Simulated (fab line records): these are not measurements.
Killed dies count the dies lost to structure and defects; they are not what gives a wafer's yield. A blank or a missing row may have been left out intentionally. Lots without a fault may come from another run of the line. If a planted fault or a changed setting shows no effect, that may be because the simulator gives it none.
fab line records	flow n5-finfet
record: lots: 5	wafers: 15	last-day: 17
route steps=1938 shown BEOL_M0_SAQP@646 BEOL_M4@1111 PASSIVATION@1936
lots that met no fault: from a run of the same line without faults
start-h: start of the lot's first displayed wafer, in hours after the record's first day	wait-h: time in hours since the lot's previous step	" unchanged from the row above	L1.1+2: one row covering several wafers at once	- value missing, or start not given	* or withheld: withheld	< > ~ a bound
route shown NAME@n: NAME is a module with steps in the file, n the number in the route of the first one	usual: mean/standard deviation of fault-free wafers	same: alike in all rows	chamber/n: place in a boat	sites: readings site by site	_std_site: standard deviation across them	_edge_site: the outer-site mean with the inner-site mean subtracted	radius-mm: how far each site lies from the wafer's centre	mask NAME#n: copy n	behind: the last tool/chamber to shape the wafer	hold: cause of the lot's hold/its duration in hours/its outcome	device: which transistor (n, p or np) failed to switch	end of line: the tests these same wafers got at the end of their route	a step with no rows: only its recipe	killed: at the first sort, the dies lost to defects and structure; wafer yield is something else	map: the dies of a wafer, with x for killed, . for not killed, _ for no die there
set.NAME: the setting the step ran with; set.NAME@STEP: the setting that earlier step ran with	model.NAME: the simulator's own value behind a step, which no gauge read
lots seen at some steps along the route; tables by step, rows by wafer
services: the hour from which a tool's chamber was out of use, counted from the record's first day as start-h (under 0 if before that day), plus the number of hours and why
== steps ==
step: N5_BEOL_M0_SAQP_EXPOSE_11
recipe: mask-id: M0_CORE	na: 1.35	source-shape: dipole	sigma-inner: 0.538	sigma-outer: 0.738	polarization: te	target-cd-nm: 42	dose-mj: 55
step: N5_BEOL_M0_SAQP_PEB_12
recipe: peb-temp-c: withheld	peb-time-s: 60	resist: CAR-ArF
step: N5_BEOL_M0_SAQP_DEVELOP_13
recipe: develop-time-s: 30	developer: TMAH	resist: CAR-ArF	dev-temp-c: 23	rinse-liquid: diw	dry: air-spin
step: N5_BEOL_M0_SAQP_CD_MEAS_14
recipe: target-cd-nm: 42.5	landing-energy-ev: 500	detector: se-inlens
usual: cd-nm: 42.42/0.26
same: landing-energy-ev: 500
lot.wafer	tool	chamber	start-h	wait-h	cd-nm
L578.1	cd-sem-02	0	126.26	-	42.43
L578.4	"	0	"	"	42.83
L578.6	"	0	"	"	42.68
L585.1	cd-sem-03	0	164.91	-	42.70
L585.3	"	0	"	"	42.28
L585.5	"	0	"	"	42.53
L592.1	cd-sem-02	0	204.89	-	42.07
L592.5	"	0	"	"	42.52
L592.6	"	0	"	"	42.25
L596.2	cd-sem-03	0	231.41	-	42.69
L596.5	"	0	"	"	42.66
L596.6	"	0	"	"	42.36
L598.1	cd-sem-01	0	239.91	-	42.31
L598.5	"	0	"	"	42.65
L598.6	"	0	"	"	42.26
step: N5_BEOL_M0_SAQP_OVL_MEAS_15
recipe: points-per-wafer: 44
usual: M0_CORE_OVL: 0.6/0.87
lot.wafer	tool	chamber	start-h	wait-h	M0_CORE_OVL[nm]
L578.1	overlay-01	0	126.29	0.0	-0.5
L578.4	"	0	"	"	-1.0
L578.6	"	0	"	"	-0.1
L585.1	overlay-02	0	164.94	0.0	0.6
L585.3	"	0	"	"	0.3
L585.5	"	0	"	"	-0.3
L592.1	overlay-02	0	204.92	0.0	0.4
L592.5	"	0	"	"	0.6
L592.6	"	0	"	"	0.1
L596.2	overlay-01	0	231.44	0.0	1.8
L596.5	"	0	"	"	-0.3
L596.6	"	0	"	"	0.5
L598.1	overlay-01	0	239.94	0.0	1.6
L598.5	"	0	"	"	0.5
L598.6	"	0	"	"	1.3
step: N5_BEOL_M0_SAQP_INSPECT_16
recipe: mode: adi	inspect-instrument: brightfield
usual: raw-defect-count: 529/160
lot.wafer	tool	chamber	start-h	wait-h	raw-defect-count
L578.1	defect-inspect-02	-	126.32	0.0	356
L578.4	"	-	"	"	412
L578.6	"	-	"	"	595
L585.1	defect-inspect-01	-	164.97	0.0	589
L585.3	"	-	"	"	731
L585.5	"	-	"	"	761
L592.1	defect-inspect-01	-	204.94	0.0	705
L592.5	"	-	"	"	896
L592.6	"	-	"	"	623
L596.2	defect-inspect-02	-	231.46	0.0	453
L596.5	"	-	"	"	860
L596.6	"	-	"	"	528
L598.1	defect-inspect-02	-	239.96	0.0	447
L598.5	"	-	"	"	538
L598.6	"	-	"	"	629
step: N5_BEOL_M0_SAQP_DESCUM_19
recipe: chemistry: O2	time-s: 7.9	source-power-w: 50	bias-power-w: 20	pressure-mtorr: 20	rf-frequency-hz: 2.712e+07	temp-c: 40	resist: CAR-ArF	o2-flow-sccm: 225
step: N5_BEOL_M0_SAQP_ETCH_83
recipe: chemistry: CF4	target: SiARC	target-depth-a: 390	mask-material: CAR-ArF	time-s: 65	ion-energy-ev: 80	pressure-mtorr: 40	source-w: 545	bias-w: 36	Ar_flow_sccm: 100	cf4-flow-sccm: 100	ends: cleared
usual: bias-w: 36.01/0.11	drypump-motor-current-A: 5.9/0.34	etch-rf-on-time-s: 65.0/1.1	mfc-ar-sccm: 100.00/0.29	oes-product-au: 0.67/0.061	rf-vpp-V: 183.9/1.2	showerhead-plenum-p-Torr: 2.13/0.076	throttle-valve-pct: 15.68/0.23
lot.wafer	tool	chamber	start-h	wait-h	bias-w	drypump-motor-current-A	etch-rf-on-time-s	mfc-ar-sccm	oes-product-au	rf-hours-counter-h	rf-vpp-V	showerhead-plenum-p-Torr	throttle-valve-pct
L578.1	rie-diel-01	2	126.62	0.0	35.98	5.5	66.1	100.40	0.59	240	184.1	2.20	16.12
L578.4	"	3	"	"	36.04	6.0	63.6	100.31	0.65	160	183.7	2.14	15.68
L578.6	"	3	"	"	36.06	6.0	63.8	100.49	0.65	-	183.8	2.14	15.68
L585.1	rie-diel-02	2	165.11	0.0	36.05	6.7	66.3	100.10	0.60	212	183.4	2.03	15.78
L585.3	"	0	"	"	36.06	6.5	66.3	99.96	0.58	228	183.6	2.20	15.75
L585.5	"	1	"	"	36.09	5.9	63.5	100.24	0.69	-	183.6	2.08	15.54
L592.1	rie-diel-01	1	205.01	0.0	36.09	6.3	63.3	99.75	0.76	42	184.3	2.10	15.74
L592.5	"	0	"	"	36.14	5.9	64.1	99.50	0.66	-	184.3	2.15	15.71
L592.6	"	1	"	"	36.17	6.3	63.5	100.22	0.76	-	183.6	2.10	15.74
L596.2	rie-diel-02	2	231.53	0.0	36.02	6.7	66.7	100.20	0.59	233	182.6	2.03	15.82
L596.5	"	3	"	"	36.18	5.3	64.3	100.03	0.68	-	183.3	2.07	15.70
L596.6	"	0	"	"	35.73	6.4	67.4	99.92	0.57	-	185.6	2.19	15.79
L598.1	rie-diel-03	2	240.03	0.0	35.97	5.9	65.7	99.68	0.59	235	183.7	2.11	15.98
L598.5	"	2	"	"	36.04	5.9	64.8	100.16	0.59	-	183.8	2.12	15.97
L598.6	"	1	"	"	36.12	6.2	66.2	99.50	0.64	-	181.2	1.97	15.59
step: N5_BEOL_M0_SAQP_ETCH_84
recipe: chemistry: N2/H2	target: SOC	target-depth-a: 1000	overetch-a: 200	mask-material: SiARC	temp-c: 40	time-s: 150	ion-energy-ev: 200	pressure-mtorr: 30	source-w: 840	bias-w: 150	n2-flow-sccm: 200	h2-flow-sccm: 200
usual: bias-w: 150.0/0.44	drypump-motor-current-A: 6.0/0.34	h2-flow-sccm: 199.9/0.65	oes-product-au: 0.70/0.059	rf-vpp-V: 523.4/2.6	showerhead-plenum-p-Torr: 2.53/0.094	throttle-valve-pct: 17.91/0.25
lot.wafer	tool	chamber	start-h	wait-h	bias-w	drypump-motor-current-A	h2-flow-sccm	oes-product-au	rf-hours-counter-h	rf-vpp-V	showerhead-plenum-p-Torr	throttle-valve-pct
L578.1	rie-diel-01	2	126.67	0.0	149.7	5.5	199.2	0.62	240	525.1	2.61	18.42
L578.4	"	3	"	"	150.0	6.0	200.7	0.67	160	523.3	2.53	17.79
L578.6	"	3	"	"	149.5	6.0	199.9	0.67	-	523.2	2.53	17.81
L585.1	rie-diel-02	2	165.16	0.0	149.5	6.8	199.8	0.64	212	520.1	2.41	17.96
L585.3	"	0	"	"	149.9	6.5	199.2	0.62	228	525.1	2.62	17.92
L585.5	"	1	"	"	150.1	5.9	199.8	0.72	-	522.3	2.47	17.84
L592.1	rie-diel-01	1	205.06	0.0	149.8	6.3	200.4	0.77	42	524.0	2.48	17.88
L592.5	"	0	"	"	149.8	5.9	199.5	0.69	-	524.6	2.55	17.92
L592.6	"	1	"	"	149.9	6.4	200.1	0.77	-	521.3	2.48	17.87
L596.2	rie-diel-02	2	231.58	0.0	150.4	6.7	199.9	0.63	233	519.2	2.40	18.01
L596.5	"	3	"	"	149.9	5.4	199.6	0.72	-	523.1	2.47	17.92
L596.6	"	0	"	"	150.2	6.5	201.3	0.61	-	525.7	2.61	17.97
L598.1	rie-diel-03	2	240.08	0.0	149.9	5.9	200.5	0.62	235	523.1	2.52	18.23
L598.5	"	2	"	"	149.2	6.0	200.7	0.62	-	522.1	2.52	18.21
L598.6	"	1	"	"	149.9	6.2	200.2	0.68	-	520.5	2.34	17.82
step: N5_BEOL_M0_SAQP_STRIP_80
recipe: chemistry: N2/H2	temp-c: 40	n2-flow-sccm: 200	h2-flow-sccm: 200	rf-frequency-hz: 6e+07
step: N5_BEOL_M0_SAQP_HM_OPEN_112
recipe: chemistry: CHF3/O2	target: SiO2	stop-on: a-Si	target-depth-a: 120	over-etch-frac: 1.25	mask-material: SOC	time-s: 13.5	pressure-mtorr: 30	source-w: 650	bias-w: 170	Ar_flow_sccm: 200	CHF3_flow_sccm: 50	O2_flow_sccm: 5	ion-energy-ev: 200	ends: end-point
usual: drypump-motor-current-A: 5.9/0.34	mfc-ar-sccm: 200.0/0.59	oes-product-au: 0.51/0.043	rf-vpp-V: 525/6	showerhead-plenum-p-Torr: 2.39/0.086	throttle-valve-pct: 18.91/0.23
lot.wafer	tool	chamber	start-h	wait-h	drypump-motor-current-A	mfc-ar-sccm	oes-product-au	rf-hours-counter-h	rf-vpp-V	showerhead-plenum-p-Torr	throttle-valve-pct
L578.1	rie-diel-01	2	126.77	0.0	5.5	200.6	0.45	240	531	2.46	19.29
L578.4	"	3	"	"	6.0	200.2	0.49	160	519	2.41	18.88
L578.6	"	3	"	"	6.0	200.4	0.49	-	517	2.41	18.92
L585.1	rie-diel-02	2	165.26	0.0	6.7	200.6	0.46	212	527	2.29	18.99
L585.3	"	0	"	"	6.4	199.7	0.45	228	530	2.48	18.94
L585.5	"	1	"	"	5.9	200.2	0.52	-	518	2.34	18.82
L592.1	rie-diel-01	1	205.17	0.0	6.3	199.9	0.57	42	520	2.35	18.94
L592.5	"	0	"	"	5.9	199.1	0.51	-	516	2.41	18.91
L592.6	"	1	"	"	6.3	199.0	0.57	-	520	2.35	18.95
L596.2	rie-diel-02	2	231.69	0.0	6.7	199.0	0.46	233	527	2.28	19.04
L596.5	"	3	"	"	5.3	199.5	0.52	-	523	2.34	18.98
L596.6	"	0	"	"	6.5	199.8	0.45	-	530	2.47	18.95
L598.1	rie-diel-03	2	240.19	0.0	5.9	200.7	0.47	235	530	2.39	19.25
L598.5	"	2	"	"	5.9	200.9	0.46	-	530	2.39	19.24
L598.6	"	1	"	"	6.1	199.4	0.51	-	520	2.22	18.81
step: N5_BEOL_M0_SAQP_STRIP_113
recipe: chemistry: CHF3/O2	resist: SiARC	rf-frequency-hz: 6e+07
step: N5_BEOL_M0_SAQP_MANDREL_ETCH_20
recipe: target-depth-a: 600	chemistry: HBr/Cl2	target: a-Si	stop-on: SiNx	bt-time-s: 10	mask-material: SOC	over-etch-frac: 0.5	time-s: 30	pressure-mtorr: 10	icp-w: 800	bias-w: 75	HBr_flow_sccm: 150	Cl2_flow_sccm: 80	ends: end-point
usual: bias-w: 75.01/0.22	drypump-motor-current-A: 5.9/0.3	oes-product-au: 0.770/0.014	throttle-valve-pct: 35.3/0.31
lot.wafer	tool	chamber	start-h	wait-h	bias-w	drypump-motor-current-A	oes-product-au	rf-hours-counter-h	throttle-valve-pct	model.SOC_of_BEOL_M0_SAQP_COAT_81.thk-nm	model.SiNx_of_BEOL_M0_SAQP_PECVD_97.thk-nm
L578.1	rie-si-01	0	126.86	0.0	75.25	5.8	0.755	4	35.7	75.6	18
L578.4	"	1	"	"	74.96	5.7	0.778	52	35.2	76	18.2
L578.6	"	2	"	"	75.01	6.3	0.795	-	35.2	76.2	18.8
L585.1	rie-si-01	2	165.35	0.0	74.94	6.3	0.798	157	35.2	76	18
L585.3	"	3	"	"	74.81	6.3	0.751	125	35.7	75.6	18.2
L585.5	"	1	"	"	96.31	5.7	0.794	-	35.1	73	17.4
L592.1	rie-si-02	2	205.25	0.0	75.35	5.3	0.753	84	35.8	76	18.2
L592.5	"	3	"	"	74.83	5.7	0.764	-	35.3	76	18.6
L592.6	"	1	"	"	74.93	6.2	0.777	-	35.1	76.4	18.4
L596.2	rie-si-01	2	231.77	0.0	75.07	6.3	0.792	158	35.2	75.8	18.6
L596.5	"	1	"	"	75.06	5.7	0.767	-	35.2	75.8	18.4
L596.6	"	0	"	"	74.79	5.8	0.758	-	35.6	75.4	18.2
L598.1	rie-si-05	0	240.27	0.0	75.03	6.0	0.740	160	35.7	76.6	18.4
L598.5	"	2	"	"	74.85	6.2	0.777	-	34.8	75.8	18.4
L598.6	"	3	"	"	74.83	5.6	0.786	-	35.2	76.4	18.2
step: N5_BEOL_M0_SAQP_STRIP_86
recipe: chemistry: N2/H2	power-w: 500	temp-c: 40	pressure-mtorr: 50	rf-frequency-hz: 6e+07	overash-fraction: 0.3	bias-power-w: 28	h2-frac: 0.5	n2-flow-sccm: 300	h2-flow-sccm: 300
step: N5_BEOL_M0_SAQP_STRIP_115
recipe: chemistry: post-etch-residue-remover	time-s: 60	temp-c: 25	remover-ph: withheld	remover-water-wt-pct: withheld	remover-fluoride-wt-pct: withheld
step: N5_BEOL_M0_SAQP_SRD_93
recipe: dry: ipa-marangoni	time-s: 30	temp-c: 23	rinse-liquid: diw
step: N5_BEOL_M0_SAQP_RECESS_114
recipe: chemistry: HF/NH3	target: SiO2	target-depth-a: 144	afs-cycles: 3	temp-c: 30	sublimation-temp-c: 180	sublimation-time-s: 60
usual: drypump-motor-current-A: 5.54/0.11
lot.wafer	tool	chamber	start-h	wait-h	drypump-motor-current-A
L578.1	vapor-etch-01	0	127.09	0.0	5.53
L578.4	"	0	"	"	5.56
L578.6	"	1	"	"	5.43
L585.1	vapor-etch-01	1	165.57	0.0	5.41
L585.3	"	0	"	"	5.54
L585.5	"	0	"	"	5.52
L592.1	vapor-etch-02	1	205.48	0.0	5.46
L592.5	"	0	"	"	5.69
L592.6	"	1	"	"	5.47
L596.2	vapor-etch-01	1	232.00	0.0	5.42
L596.5	"	0	"	"	5.55
L596.6	"	1	"	"	5.41
L598.1	vapor-etch-01	0	240.50	0.0	5.57
L598.5	"	0	"	"	5.56
L598.6	"	1	"	"	5.39
step: N5_BEOL_M0_SAQP_SPACER1_ALD_98
recipe: material: SiO2	target-thk-a: 128	temp-c: 300	ald-precursor-family: BDEAS	ald-co-reactant: O2-plasma	pulse-time-s: 1	purge-time-s: 2	co-reactant-purge-time-s: 2	ald-cycles: 138	pressure-torr: 2
step: N5_BEOL_M0_SAQP_SPACER1_ETCHBACK_99
recipe: chemistry: CHF3/O2	mode: anisotropic-etchback	target: SiO2	target-depth-a: 154	time-s: 7.7	pressure-mtorr: 30	source-w: 650	bias-w: 170	Ar_flow_sccm: 200	CHF3_flow_sccm: 50	O2_flow_sccm: 5	ion-energy-ev: 200
step: N5_BEOL_M0_SAQP_MANDREL1_REMOVE_100
recipe: chemistry: HBr/Cl2/O2	bt-time-s: 10	target: a-Si	stop-on: SiNx	endpoint: OES-SiCl	over-etch-frac: 0.85	icp-w: 600	bias-w: 30	HBr_flow_sccm: 150	Cl2_flow_sccm: 80	O2_flow_sccm: 5	pressure-mtorr: 10
step: N5_BEOL_M0_SAQP_CD_MEAS_25
recipe: target-cd-nm: 13.1	landing-energy-ev: 1000	detector: se-inlens
usual: cd-nm: 12.82/0.23
same: landing-energy-ev: 1000
lot.wafer	tool	chamber	start-h	wait-h	cd-nm
L578.1	cd-sem-02	0	128.14	0.1	12.77
L578.4	"	0	"	"	12.28
L578.6	"	0	"	"	12.96
L585.1	cd-sem-03	0	166.66	0.1	12.65
L585.3	"	0	"	"	13.01
L585.5	"	0	"	"	12.89
L592.1	cd-sem-01	0	206.62	0.1	12.85
L592.5	"	0	"	"	12.87
L592.6	"	0	"	"	13.33
L596.2	cd-sem-02	0	233.06	0.1	12.64
L596.5	"	0	"	"	13.17
L596.6	"	0	"	"	12.98
L598.1	cd-sem-01	0	241.56	0.1	13.02
L598.5	"	0	"	"	12.82
L598.6	"	0	"	"	12.67
step: N5_BEOL_M0_SAQP_ETCH_101
recipe: chemistry: CH3F/O2	target: SiNx	mask-material: SiO2	target-depth-a: 299	time-s: 42.7	pressure-mtorr: 30	source-w: 395	bias-w: 73	Ar_flow_sccm: 150	CH3F_flow_sccm: 30	O2_flow_sccm: 20	ion-energy-ev: 120
step: N5_BEOL_M0_SAQP_ETCH_102
recipe: chemistry: CF4	target: SiO2	target-depth-a: 40	ion-energy-ev: 350	time-s: 4.4	pressure-mtorr: 10	icp-w: 800	bias-w: 400	cf4-flow-sccm: 80
usual: bias-w: 400.0/1.1	drypump-motor-current-A: 5.9/0.31	oes-product-au: 0.996/0.016	throttle-valve-pct: 21.71/0.24
lot.wafer	tool	chamber	start-h	wait-h	bias-w	drypump-motor-current-A	oes-product-au	rf-hours-counter-h	throttle-valve-pct
L578.1	rie-si-01	3	128.31	0.1	400.5	6.4	0.980	124	22.08
L578.4	"	1	"	"	398.4	5.7	0.998	52	21.58
L578.6	"	1	"	"	399.0	5.7	0.997	-	21.59
L585.1	rie-si-02	2	166.80	0.1	399.3	5.3	1.001	83	22.04
L585.3	"	1	"	"	399.3	6.2	0.995	8	21.45
L585.5	"	2	"	"	398.4	5.3	0.990	-	22.03
L592.1	rie-si-01	1	206.77	0.1	400.5	5.7	0.999	53	21.58
L592.5	"	0	"	"	402.3	5.8	1.013	-	22.05
L592.6	"	3	"	"	401.3	6.4	0.995	-	22.06
L596.2	rie-si-02	2	233.20	0.1	400.2	5.3	0.984	84	22.05
L596.5	"	1	"	"	400.3	6.3	0.985	-	21.43
L596.6	"	0	"	"	399.9	6.0	0.983	-	21.52
L598.1	rie-si-02	0	241.70	0.1	399.3	5.9	0.986	0	21.53
L598.5	"	2	"	"	398.7	5.3	0.985	-	22.04
L598.6	"	3	"	"	400.7	5.7	0.986	-	21.63
step: N5_BEOL_M0_SAQP_MANDREL_ETCH_103
recipe: chemistry: HBr/Cl2	target: a-Si	target-depth-a: 450	bt-time-s: 10	stop-on: SiCN	mask-material: SiO2	over-etch-frac: 0.8	time-s: 27	pressure-mtorr: 10	icp-w: 800	bias-w: 75	HBr_flow_sccm: 150	Cl2_flow_sccm: 80	ends: end-point
step: N5_BEOL_M0_SAQP_RECESS_104
recipe: chemistry: HF/NH3	target: SiO2	target-depth-a: 180	afs-cycles: 3	temp-c: 30	sublimation-temp-c: 180	sublimation-time-s: 60
step: N5_BEOL_M0_SAQP_COAT_105
recipe: resist: SOC	temp-c: 250	time-s: 60	spin-rpm: 1500	resist-thk-nm: 100
step: N5_BEOL_M0_SAQP_ETCH_106
recipe: chemistry: N2/H2	target: SOC	target-depth-a: 1500	stop-on: SiNx	ion-energy-ev: 100	bias-w: 61	pressure-mtorr: 30	source-w: 850	n2-flow-sccm: 200	h2-flow-sccm: 200
usual: bias-w: 61.01/0.19	drypump-motor-current-A: 6.0/0.35	h2-flow-sccm: 200.0/0.55	oes-product-au: 0.77/0.063	rf-vpp-V: 240.5/1.6	showerhead-plenum-p-Torr: 2.52/0.1	throttle-valve-pct: 17.88/0.25
lot.wafer	tool	chamber	start-h	wait-h	bias-w	drypump-motor-current-A	h2-flow-sccm	oes-product-au	rf-hours-counter-h	rf-vpp-V	showerhead-plenum-p-Torr	throttle-valve-pct	model.SiNx_of_BEOL_M0_SAQP_PECVD_97.thk-nm
L578.1	rie-diel-03	3	128.87	-	60.97	5.6	199.5	0.85	33	242.1	2.71	17.30	15
L578.4	"	1	"	"	60.78	6.2	199.6	0.78	114	238.3	2.35	17.77	15.2
L578.6	"	1	"	"	60.88	6.2	198.7	0.78	-	237.6	2.35	17.77	15.8
L585.1	rie-diel-02	1	167.38	-	60.88	5.9	198.8	0.80	95	240.4	2.47	17.82	15
L585.3	"	0	"	"	60.98	6.5	198.9	0.69	228	241.2	2.62	17.92	15.2
L585.5	"	2	"	"	60.98	6.7	200.1	0.70	-	238.5	2.41	17.96	14.4
L592.1	rie-diel-02	1	207.33	-	61.28	5.9	199.4	0.79	107	240.1	2.46	17.84	15.2
L592.5	"	1	"	"	61.11	5.9	200.0	0.78	-	239.8	2.46	17.85	15.8
L592.6	"	2	"	"	61.14	6.7	199.3	0.69	-	237.7	2.41	17.97	15.4
L596.2	rie-diel-03	3	233.77	-	61.19	5.6	200.1	0.81	64	243.3	2.69	17.36	15.6
L596.5	"	2	"	"	60.58	6.0	200.1	0.68	-	241.1	2.52	18.21	15.6
L596.6	"	1	"	"	61.09	6.2	199.6	0.76	-	238.9	2.34	17.83	15.2
L598.1	rie-diel-03	2	242.32	-	60.92	5.9	200.4	0.68	236	240.1	2.52	18.22	15.4
L598.5	"	0	"	"	61.03	5.8	200.5	0.79	-	241.3	2.57	18.09	15.6
L598.6	"	1	"	"	60.86	6.2	199.1	0.75	-	239.4	2.34	17.81	15.4
step: N5_BEOL_M0_SAQP_ETCH_107
recipe: chemistry: CH3F/O2	target: SiNx	target-depth-a: 300	mask-material: SOC	pressure-mtorr: 30	source-w: 395	bias-w: 73	Ar_flow_sccm: 150	CH3F_flow_sccm: 30	O2_flow_sccm: 20	ion-energy-ev: 120
step: N5_BEOL_M4_RC_MEAS_101
usual: DIBL_N: 35.8/1.5	DIBL_P: 35.8/1.7	IOFF_N: 0.151/0.022	IOFF_P: 0.204/0.027	ION_N: 673/8.6	ION_P: 462/5.4	SS_N: 71.4/0.54	SS_P: 73.3/0.56	VT_N: 250.5/2.6	VT_P: -251/3.1
lot.wafer	tool	chamber	start-h	wait-h	DIBL_N[mV/V]	DIBL_P[mV/V]	IOFF_N[nA/um]	IOFF_P[nA/um]	ION_N[uA/um]	ION_P[uA/um]	SS_N[mV/dec]	SS_P[mV/dec]	VT_N[mV]	VT_P[mV]
L578.1	prober-02	0	199.87	0.0	37.0	38.9	0.202	0.242	684	463	72.8	73.7	247.2	-244
L578.4	"	0	"	"	35.1	37.1	0.163	0.214	677	465	71.5	73.5	249.5	-248
L578.6	"	0	"	"	38.0	40.0	0.222	0.257	690	465	72.7	73.8	245.0	-248
L585.1	prober-01	0	231.26	0.0	37.1	36.7	0.170	0.212	671	461	72.6	73.7	247.6	-247
L585.3	"	0	"	"	35.7	35.6	0.156	0.200	681	463	71.3	72.9	251.3	-252
L585.5	"	0	"	"	36.0	36.6	0.160	0.208	673	461	72.2	73.4	249.2	-249
L592.1	prober-02	0	268.75	0.0	35.1	35.6	0.154	0.196	674	458	71.0	73.3	250.6	-251
L592.5	"	0	"	"	34.8	34.9	0.151	0.184	665	459	70.8	73.3	252.8	-254
L592.6	"	0	"	"	36.1	36.2	0.182	0.191	682	458	71.7	73.2	245.0	-252
L596.2	prober-02	0	296.78	0.2	39.0	39.5	0.177	0.281	683	472	71.6	72.7	249.9	-244
L596.5	"	0	"	"	37.3	36.9	0.148	0.249	669	464	71.5	73.5	251.0	-245
L596.6	"	0	"	"	37.9	36.9	0.151	0.234	670	468	72.2	73.4	253.8	-246
L598.1	prober-02	0	303.88	0.0	37.8	38.2	0.170	0.205	669	462	71.7	73.0	248.0	-255
L598.5	"	0	"	"	36.2	36.3	0.138	0.181	669	457	71.2	73.0	252.0	-254
L598.6	"	0	"	"	33.4	32.8	0.105	0.142	665	452	71.3	72.4	254.4	-258
step: N5_PASSIVATION_PROBE_49
usual: defect-limited-yield: 91.3/1.4	killed_at_M0_to_M3: 33/10	killed_at_M4_up: 15/6.1	killed-at-contacts: 12/6.7	killed-at-front-end: 39/11	killed-at-other: 4/3.3	killed-dies: 103/16	killed-open: 68/12	killed-short: 34/7.2	sort_bin_5_function: 5.1/0.88	sort_bin_6_memory: 3.3/0.67	sort-n-pass: 1077/16	sort-yield-pct: 91.3/1.4
same: gross-dies: 1180	killed-at-back-side: 0	sort_bin_4_leakage[%]: 0	sort_bin_8_speed[%]: 0
lot.wafer	tool	chamber	start-h	wait-h	defect-limited-yield[%]	killed_at_M0_to_M3	killed_at_M4_up	killed-at-contacts	killed-at-front-end	killed-at-other	killed-dies	killed-open	killed-short	sort_bin_5_function[%]	sort_bin_6_memory[%]	sort-n-pass	sort-yield-pct[%]
L578.1	prober-02	-	309.90	0.0	91.4	26	23	15	33	5	102	62	35	4.7	3.3	1078	91.4
L578.4	prober-02	-	310.05	0.2	90.2	39	16	18	42	1	116	83	33	5.5	4.2	1064	90.2
L578.6	prober-02	-	310.15	0.3	93.6	30	13	11	22	0	76	52	21	3.6	2.6	1104	93.6
L596.2	prober-01	-	396.82	0.1	89.4	41	9	20	52	3	125	90	31	6.1	3.9	1055	89.4
L596.5	prober-01	-	396.97	0.2	90.8	37	11	21	38	2	109	77	31	5.5	3.6	1071	90.8
L596.6	prober-01	-	397.02	0.3	90.1	42	17	13	44	1	117	84	32	6.1	3.5	1063	90.1
killed by level:class
L578.1 MOL_CONTACT_COAG:geometric-particle:open=12 BEOL_M4:geometric-particle:open=11 BEOL_M1:geometric-particle:open=10 BEOL_M0_SAQP:geometric-particle:open=5 FIN_SAQP:geometric-particle:short=4 STARTING-WAFER:geometric-particle:short=4 SPACER0:geometric-particle:short=3 GATE_CUT:geometric-particle:open=3
L578.4 BEOL_M2:geometric-particle:open=15 MOL_CONTACT_COAG:geometric-particle:open=14 FIN_SAQP:geometric-particle:open=11 FIN_SAQP:geometric-particle:short=9 BEOL_M0_SAQP:geometric-particle:open=7 BEOL_M1:geometric-particle:open=7 GATE_CUT:geometric-particle:short=6 STI_FIN_REVEAL:geometric-particle:open=4
L578.6 MOL_CONTACT_COAG:geometric-particle:open=10 BEOL_M2:geometric-particle:open=6 BEOL_M1:geometric-particle:open=5 BEOL_M3:geometric-particle:open=5 STI_FIN_REVEAL:geometric-particle:open=4 BEOL_M1:geometric-particle:short=4 BEOL_M3:geometric-particle:short=4 BEOL_M4:geometric-particle:short=4
L596.2 STI_FIN_REVEAL:geometric-particle:open=20 MOL_CONTACT_COAG:geometric-particle:open=18 BEOL_M3:geometric-particle:open=15 FIN_SAQP:geometric-particle:open=7 BEOL_M0_SAQP:geometric-particle:open=7 GATE_CUT:geometric-particle:short=6 BEOL_M4:geometric-particle:open=6 BEOL_M2:geometric-particle:open=5
L596.5 MOL_CONTACT_COAG:geometric-particle:open=19 FIN_SAQP:geometric-particle:open=12 BEOL_M3:geometric-particle:open=10 BEOL_M0_SAQP:geometric-particle:open=10 STI_FIN_REVEAL:geometric-particle:open=8 BEOL_M0_SAQP:geometric-particle:short=8 FIN_SAQP:geometric-particle:short=7 BEOL_M4:geometric-particle:open=6
L596.6 BEOL_M3:geometric-particle:open=16 MOL_CONTACT_COAG:geometric-particle:open=12 FIN_SAQP:geometric-particle:open=11 STI_FIN_REVEAL:geometric-particle:open=9 BEOL_M1:geometric-particle:open=8 BEOL_M4:geometric-particle:open=8 FIN_SAQP:geometric-particle:short=7 BEOL_M0_SAQP:geometric-particle:short=7
== services ==
tool	chamber	start-h	hours	kind
rie-si-02	3	171.17	-	clean
rie-si-02	3	171.17	19.8	scheduled-down
rie-si-02	3	171.17	19.8	vent-cycle
rie-si-05	1	175.41	2.0	repair
rie-diel-01	2	187.71	-	clean
rie-diel-01	2	187.71	-	consumable-replace:focus-ring
rie-diel-01	2	187.71	28.1	scheduled-down
rie-diel-01	2	187.71	28.1	vent-cycle
vapor-etch-02	0	190.69	6.0	repair
rie-si-05	3	193.80	12.5	repair
rie-si-02	0	204.42	-	clean
rie-si-02	0	204.42	20.9	scheduled-down
rie-si-02	0	204.42	20.9	vent-cycle
rie-si-05	-	209.80	2.8	pm
rie-diel-01	3	229.61	8.4	repair
== key ==
first-sign: step: N5_BEOL_M0_SAQP_MANDREL_ETCH_20	reading: bias-w	direction: up	sigmas: 96	usual: *	struck: *
effect none on later readings
model-effect: step: N5_BEOL_M0_SAQP_MANDREL_ETCH_20	value: SOC_of_BEOL_M0_SAQP_COAT_81.thk-nm	without: 75.6	struck: 73
model-effect: step: N5_BEOL_M0_SAQP_ETCH_106	value: SiNx_of_BEOL_M0_SAQP_PECVD_97.thk-nm	without: 15.6	struck: 14.4
met-at N5_BEOL_M0_SAQP_MANDREL_ETCH_20
struck-wafers L585.5
onset-between 126.86 165.35
fault: kind: process-parameter-drift	tool: rie-si-01	chamber: 1	onset-h: 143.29	steps: N5_BEOL_M0_SAQP_MANDREL_ETCH_20	channel: bias-w	offset: *	shape: step	end-h: 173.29	acts-in: *	stated: *
